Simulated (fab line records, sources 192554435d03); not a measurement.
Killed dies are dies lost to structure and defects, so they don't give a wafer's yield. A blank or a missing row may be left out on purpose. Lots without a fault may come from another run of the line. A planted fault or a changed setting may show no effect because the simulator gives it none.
Chamber matching | flow n5_finfet | N5_HKMG_FIN_ALD_74 on ald_hk-02: 4 sister chambers
The step deposits La2O3, target thk 0.5 nm, pulse time 6 s, co reactant pulse time 1 s. 4 wafers are shown with their chamber, then 9 later ones without.

WAFERS WITH THEIR CHAMBER
wafer  | chamber | heater_power_w (W)
L087.6 | 1       | 351
L089.3 | 2       | 310
L089.5 | 3       | 291
L089.6 | 0       | 300

WAFERS WITHOUT THEIR CHAMBER
wafer  | heater_power_w (W)
L091.2 | 306
L091.5 | 302
L091.6 | 350
L093.3 | 352
L093.4 | 306
L093.6 | 304
L094.1 | 299
L094.2 | 297
L094.6 | 300

WHICH CHAMBER EACH WENT THROUGH
wafer  | from the rows above     | in truth
L091.2 | can't be placed: 2 or 0 | 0
L091.5 | 0                       | 0
L091.6 | 1                       | 1
L093.3 | 1                       | 1
L093.4 | can't be placed: 2 or 0 | 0
L093.6 | can't be placed: 0 or 2 | 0
L094.1 | 0                       | 0
L094.2 | can't be placed: 0 or 3 | 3
L094.6 | 0                       | 0
Placed correctly: 5 of 9. Can't be placed from these rows: 4 (the true chamber is among the candidates in 4). Placed wrongly: 0.
How it was worked out, from the rows above alone: a wafer's distance from a chamber is the root of the sum, over the readings, of the square of ((its reading less the chamber's mean) divided by the reading's scatter). The wafer belongs to the nearest chamber; if the next one is less than 2 further off, it can't be placed. A chamber's mean is the mean of its shown wafers. The scatter: with one shown wafer a chamber, the root of the mean of the squares of how far each hidden wafer lies from its nearest shown one.
